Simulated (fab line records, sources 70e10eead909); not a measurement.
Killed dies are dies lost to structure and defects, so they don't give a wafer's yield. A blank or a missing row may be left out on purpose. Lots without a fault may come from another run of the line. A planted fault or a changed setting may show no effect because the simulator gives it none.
Chamber matching | flow nand_harc | NHARC_P_BONDPAD_ACTIVATE_29 on rie_diel-06: 4 sister chambers
The step chemistry N2, time 60 s. 39 wafers are shown with their chamber, then 12 later ones without.

WAFERS WITH THEIR CHAMBER
wafer  | chamber | drypump_motor_current_A (A) | oes_product_au (a.u.) | rf_vpp_V (V)
L074.3 | 3       | 6.3                         | 1.006                 | 65.2
L074.4 | 0       | 6.4                         | 1.006                 | 62.5
L074.5 | 0       | 6.4                         | 1.006                 | 64.6
L075.3 | 3       | 6.3                         | 1.005                 | 64.7
L075.4 | 1       | 5.3                         | 1.002                 | 63.6
L075.5 | 3       | 6.3                         | 1.011                 | 64.0
L076.1 | 3       | 6.3                         | 1.018                 | 65.4
L076.3 | 1       | 5.3                         | 1.015                 | 64.4
L076.4 | 0       | 6.4                         | 1.018                 | 63.2
L078.1 | 2       | 6.0                         | 1.011                 | 64.9
L078.2 | 3       | 6.3                         | 1.008                 | 62.7
L078.4 | 3       | 6.3                         | 1.003                 | 64.0
L079.2 | 1       | 5.3                         | 1.009                 | 63.1
L079.4 | 2       | 6.0                         | 1.006                 | 65.0
L079.5 | 3       | 6.3                         | 1.004                 | 65.0
L081.4 | 3       | 6.3                         | 1.002                 | 63.8
L081.5 | 2       | 6.0                         | 0.993                 | 64.0
L081.6 | 3       | 6.3                         | 1.004                 | 64.2
L082.3 | 1       | 5.4                         | 1.007                 | 65.3
L082.5 | 3       | 6.3                         | 0.995                 | 62.7
L082.6 | 0       | 6.3                         | 1.002                 | 64.2
L084.2 | 1       | 5.4                         | 1.010                 | 63.8
L084.4 | 0       | 6.4                         | 1.018                 | 64.6
L084.6 | 0       | 6.3                         | 1.015                 | 63.9
L087.2 | 2       | 6.0                         | 0.998                 | 64.8
L087.4 | 0       | 6.5                         | 1.015                 | 63.7
L087.6 | 2       | 6.0                         | 1.002                 | 63.9
L085.2 | 1       | 5.4                         | 1.033                 | 63.7
L085.4 | 0       | 6.3                         | 1.014                 | 65.1
L085.6 | 3       | 6.4                         | 1.016                 | 64.4
L086.2 | 0       | 6.4                         | 1.012                 | 63.8
L086.3 | 2       | 6.0                         | 0.998                 | 64.4
L086.6 | 0       | 6.5                         | 1.006                 | 63.6
L089.2 | 2       | 6.0                         | 0.988                 | 63.7
L089.4 | 1       | 5.3                         | 1.005                 | 64.2
L089.5 | 2       | 6.0                         | 0.990                 | 63.8
L088.1 | 1       | 5.3                         | 1.016                 | 63.7
L088.2 | 0       | 6.4                         | 1.017                 | 63.6
L088.5 | 1       | 5.4                         | 1.011                 | 62.2

SIGNATURES (means of the wafers above)
reading                 | chamber 0 | chamber 1 | chamber 2 | chamber 3 | scatter within a chamber
drypump_motor_current_A | 6.391     | 5.344     | 6.000     | 6.309     | 0.0479
oes_product_au          | 1.01173   | 1.01200   | 0.99825   | 1.00655   | 0.00726
rf_vpp_V                | 63.891    | 63.778    | 64.312    | 64.191    | 0.777
Rule: a wafer's distance from a chamber is the root of the sum, over the readings, of the square of ((its reading less the chamber's mean) divided by the reading's scatter). The wafer belongs to the nearest chamber; if the next one is less than 2 further off, it can't be placed. The scatter: the root of (the sum of the squares of (reading less its chamber's mean) over the shown wafers, divided by (wafers less chambers)).

WAFERS WITHOUT THEIR CHAMBER
wafer  | drypump_motor_current_A (A) | oes_product_au (a.u.) | rf_vpp_V (V)
L090.2 | 6.4                         | 1.017                 | 64.4
L090.5 | 6.0                         | 1.010                 | 63.7
L090.6 | 6.3                         | 1.003                 | 63.9
L094.1 | 6.4                         | 1.008                 | 63.9
L094.2 | 6.0                         | 0.993                 | 64.3
L094.3 | 5.3                         | 1.008                 | 64.7
L097.2 | 6.4                         | 1.015                 | 64.6
L097.4 | 5.3                         | 1.009                 | 64.0
L097.6 | 5.4                         | 1.003                 | 64.1
L096.2 | 6.0                         | 1.006                 | 64.0
L096.3 | 6.4                         | 1.016                 | 65.2
L096.6 | 5.4                         | 1.006                 | 65.6

WHICH CHAMBER EACH WENT THROUGH
wafer  | from the rows above     | in truth
L090.2 | can't be placed: 0 or 3 | 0
L090.5 | 2                       | 2
L090.6 | can't be placed: 3 or 0 | 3
L094.1 | can't be placed: 0 or 3 | 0
L094.2 | 2                       | 2
L094.3 | 1                       | 1
L097.2 | can't be placed: 0 or 3 | 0
L097.4 | 1                       | 1
L097.6 | 1                       | 1
L096.2 | 2                       | 2
L096.3 | can't be placed: 0 or 3 | 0
L096.6 | 1                       | 1
Placed correctly: 7 of 12. Can't be placed from these rows: 5 (the true chamber is among the candidates in 5). Placed wrongly: 0.
